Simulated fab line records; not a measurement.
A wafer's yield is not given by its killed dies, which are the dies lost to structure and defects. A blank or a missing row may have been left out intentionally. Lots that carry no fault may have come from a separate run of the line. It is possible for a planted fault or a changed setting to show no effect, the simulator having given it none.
Problem report, 8D (eight disciplines) form, completed by code | flow nand-harc | the parts of the form that need people (team, actions taken, sign-off) are left out

## 1. THE PROBLEM
run-length-s at NHARC_A_STAIRCASE_ETCH_27 reads a mean of 73.3 s on 4 wafers of 2 lots; wafers without a fault read 61.9 s with a standard deviation of 0.43. Relative to the usual mean, that is a shift of +27 standard deviations.
The step: etches the open film in C4F8/O2, target depth 100 nm, time 40.5 s.
The first sign was on wafer L522.1 at day 21 15:49, on rie-diel-01. Wafers with a number at this step in the record: 42, from 14 lots. Rule for "out" (also "out of limits"): further than 4 standard deviations from the usual mean. All remaining wafers that have a number are taken as sound.

## 2. WHAT IT IS AND WHAT IT IS NOT
question                    | is                             | is not
which readings at this step | run-length-s                   | oes-product-au, rf-vpp-V
which lots                  | L522, L524                     | L511, L512, L513, L514, L515, L517, L525, L528, L529, L530, L531, L532
which wafers of those lots  | L522.1, L522.5, L524.1, L524.5 | L522.3, L524.4
read on which tools         | rie-diel-01                    | rie-diel-04, rie-diel-09
when                        | from day 21 15:49              | up to then (19 sound wafers); but 19 sound wafers of L524, L525, L528, L529, L530, L531, L532 came after

## 3. SUSPECTS, AND WHAT RULES EACH OUT
Counting: any tool at a process step up to the reading remains a suspect provided it ran every lot that is out. Sound lots after the first of them don't rule it out here, since some wafers of a struck lot are sound.
- rie-diel-01 at NHARC_A_STAIRCASE_TRIM_22 (chemistry O2, time 211.2 s): kept. Ran every lot that is out, first one L522 (day 21 15:49); last sound lot up to then L512 (day 18 10:04). Because NHARC_A_STAIRCASE_TRIM_22 lacks a start for some lots, the hours and order of its lots are taken from NHARC_A_STAIRCASE_ETCH_27.
- rie-diel-01 at NHARC_A_STAIRCASE_ETCH_27 (etches the open film in C4F8/O2, target depth 100 nm, time 40.5 s): kept. Ran every lot that is out, first one L522 (day 21 15:49); last sound lot up to then L512 (day 18 10:04). On those wafers its own readings are out: run-length-s.
Remaining after the count are rie-diel-01 at NHARC_A_STAIRCASE_TRIM_22 and rie-diel-01 at NHARC_A_STAIRCASE_ETCH_27.

## 4. THE CAUSE (what the simulator had put in)
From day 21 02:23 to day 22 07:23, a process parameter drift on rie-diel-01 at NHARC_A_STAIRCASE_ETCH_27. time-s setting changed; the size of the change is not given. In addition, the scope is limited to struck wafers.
Of the 2 suspects that counting leaves, this tool is one.

## 5. SEQUENCE OF EFFECTS, ordered by route
Each row: a reading where the mean over the struck wafers with a number is more than 3 standard deviations away from the usual. Only readings whose record carries a usual standard deviation are examined. hours: median over the lots of the time between each lot's start at the first step of this table that gives one and its start at this step. sigmas: the change, counted in usual standard deviations.
hours | step                      | reading      | usual  | on struck wafers | change | sigmas
0     | NHARC_A_STAIRCASE_ETCH_27 | run-length-s | 61.9 s | 73.3             | +11.4  | +27
It contains these process steps:
- NHARC_A_STAIRCASE_ETCH_27: etches the open film in C4F8/O2, target depth 100 nm, time 40.5 s.

## 6. HOW IT WOULD HAVE BEEN CAUGHT EARLIER
In this record the first reading out of limits was taken at day 21 15:49, 13 hours after the fault began at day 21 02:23.
